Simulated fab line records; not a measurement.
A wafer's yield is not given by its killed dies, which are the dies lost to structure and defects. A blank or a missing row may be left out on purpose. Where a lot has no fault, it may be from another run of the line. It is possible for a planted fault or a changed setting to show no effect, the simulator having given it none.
Matching of chambers -- flow n5-finfet -- ald-metal-04 running N5_HKMG_FIN_ALD_71: 4 sister chambers
The step deposits TiN, target thk 1 nm, pulse time 1 s, purge time 3 s. 4 wafers are shown with their chamber, then 7 later ones without.

== WAFERS, EACH WITH ITS CHAMBER ==
wafer,chamber,heater-power-w (W)
L079.1,0,1070
L081.5,1,769
L094.2,2,753
L094.3,3,959

== WAFERS WITHOUT THEIR CHAMBER ==
wafer,heater-power-w (W)
L094.5,759
L095.4,755
L095.5,1078
L095.6,785
L097.1,1086
L097.3,765
L097.4,750

== CHAMBER TAKEN BY EACH ==
wafer,from the rows above,in truth
L094.5,can't be placed: 2 or 1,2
L095.4,can't be placed: 2 or 1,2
L095.5,0,0
L095.6,can't be placed: 1 or 2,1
L097.1,0,0
L097.3,can't be placed: 1 or 2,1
L097.4,can't be placed: 2 or 1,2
Correctly placed: 2 of 7. Cannot be placed on the basis of these rows: 5; the candidates contain the true chamber in 5. Wrongly placed: 0.
How it was worked out, from the rows above alone: a wafer's distance from a chamber is the root of the sum, over the readings, of the square of ((its reading less the chamber's mean) divided by the reading's scatter). The wafer belongs to the nearest chamber; if the next one is less than 2 further off, it can't be placed. For every chamber, the mean is computed from those of its wafers that are shown. The scatter: root of mean squared gap, hidden wafer to nearest shown wafer, with one shown wafer a chamber.
